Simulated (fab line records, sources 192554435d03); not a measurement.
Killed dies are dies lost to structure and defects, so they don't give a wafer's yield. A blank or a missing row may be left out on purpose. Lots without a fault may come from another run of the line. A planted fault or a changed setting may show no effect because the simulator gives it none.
A struck lot beside a sound one | flow n5_finfet | 18 steps out of a route of 1938
Sound: wafers L727.2, L727.3, L727.5. Struck: wafers L740.3, L740.5. The cause comes at the end.
At each step with rows: each side's tool, then ch and its chambers, then its first start. Under that, the readings that differ: sound wafers | struck wafers | difference of the means | sigmas: that difference in standard deviations of wafers without a fault.
alike: readings whose means differ by less than 2 such deviations, and words and numbers that are the same on both sides. not compared: withheld readings, readings that some wafer has no value for, bounds like >300 that may hide the same value, and numbers for which the record gives no deviation and whose values overlap.
The two part at a step that has a row with sigmas, a row that says differs or no value, or rows on one side only. Numbers that don't overlap but have no deviation are shown without sigmas and don't part them. A reading that every wafer of one side lacks parts them only if that side has two wafers or more.

first, 7 steps without rows for these wafers: N5_BEOL_M11_COAT_60 (time 60 s, resist thk 30 nm); N5_BEOL_M11_COAT_05 (resist thk 90 nm); N5_BEOL_M11_EBR_07; N5_BEOL_M11_SOFTBAKE_06 (time 60 s); N5_BEOL_M11_EXPOSE_08 (exposes mask M11); N5_BEOL_M11_PEB_09 (peb time 60 s); N5_BEOL_M11_DEVELOP_10 (develop time 30 s).
N5_BEOL_M11_CD_MEAS_11: target cd 64.1 nm.
  sound on cd_sem-03 ch 0, day 10 21:47; struck on cd_sem-02 ch 0, day 14 13:05
  alike: cd_nm
N5_BEOL_M11_OVL_MEAS_12:
  sound on overlay-02 ch 0, day 10 21:49; struck on overlay-01 ch 0, day 14 13:07
  alike: M11_OVL
N5_BEOL_M11_INSPECT_13: inspects for defects (brightfield).
  sound on defect_inspect-01, day 10 21:50; struck on defect_inspect-01, day 14 13:08
  alike: raw_defect_count
N5_BEOL_M11_DESCUM_16: chemistry O2, time 7.9 s.
  sound on rie_diel-05 ch 0,1, day 10 21:58; struck on rie_diel-05 ch 0,3, day 14 13:10
  alike: drypump_motor_current_A, oes_product_au, rf_vpp_V, showerhead_plenum_p_Torr, throttle_valve_pct
  not compared: rf_hours_counter_h
N5_BEOL_M11_ETCH_61: etches SiARC in CF4, target depth 39 nm, time 65 s.
  sound on rie_diel-05 ch 0,1, day 10 22:01; struck on rie_diel-05 ch 0,3, day 14 13:12
  alike: drypump_motor_current_A, etch_rf_on_time_s, oes_product_au, rf_vpp_V, showerhead_plenum_p_Torr, throttle_valve_pct
  not compared: rf_hours_counter_h
N5_BEOL_M11_ETCH_62: etches SOC in N2/H2, target depth 110 nm, overetch 22 nm, time 165 s.
  sound on rie_diel-05 ch 0,1, day 10 22:04; struck on rie_diel-05 ch 0,3, day 14 13:15
  reading                                     | sound          | struck    | difference | sigmas
  model.SiARC_of_BEOL_M11_COAT_60.thk_nm (nm) | 23.6 23.6 23.4 | 22.8 22.6 | -0.8       |
  alike: drypump_motor_current_A, oes_product_au, rf_vpp_V, showerhead_plenum_p_Torr, throttle_valve_pct
  not compared: rf_hours_counter_h
then, 1 step without rows for these wafers: N5_BEOL_M11_STRIP_68 (strips in N2/H2).
N5_BEOL_M11_STRIP_67: strips in CF4.
  sound on rie_diel-05 ch 0,1, day 10 22:12; struck on rie_diel-05 ch 0,3, day 14 13:24
  alike: drypump_motor_current_A, oes_product_au, rf_vpp_V, showerhead_plenum_p_Torr, throttle_valve_pct
  not compared: rf_hours_counter_h
N5_BEOL_M11_HM_OPEN_17: chemistry Cl2/BCl3, target TiN, target depth 20 nm, overetch 6 nm.
  sound on rie_metal-02 ch 0,1, day 10 22:14; struck on rie_metal-02 ch 0,1, day 14 13:28
  reading                  | sound            | struck      | difference | sigmas
  model.etch.depth_nm (nm) | 20.13 20.5 20.55 | 18.13 17.75 | -2.45      |
  alike: drypump_motor_current_A, oes_product_au, throttle_valve_pct
  not compared: rf_hours_counter_h
N5_BEOL_M11_STRIP_19: strips in O2.
  sound on rie_diel-05 ch 1,2, day 10 22:28; struck on rie_diel-05 ch 0,3, day 14 13:33
  alike: drypump_motor_current_A, oes_product_au, rf_vpp_V, showerhead_plenum_p_Torr, throttle_valve_pct
  not compared: rf_hours_counter_h
N5_PASSIVATION_PROBE_49:
  the record has rows for the struck wafers here (prober-01, day 16 08:11) and none for the sound ones

WHERE THEY PART
Only at N5_PASSIVATION_PROBE_49, within this record.

WHY: what the simulator had put in
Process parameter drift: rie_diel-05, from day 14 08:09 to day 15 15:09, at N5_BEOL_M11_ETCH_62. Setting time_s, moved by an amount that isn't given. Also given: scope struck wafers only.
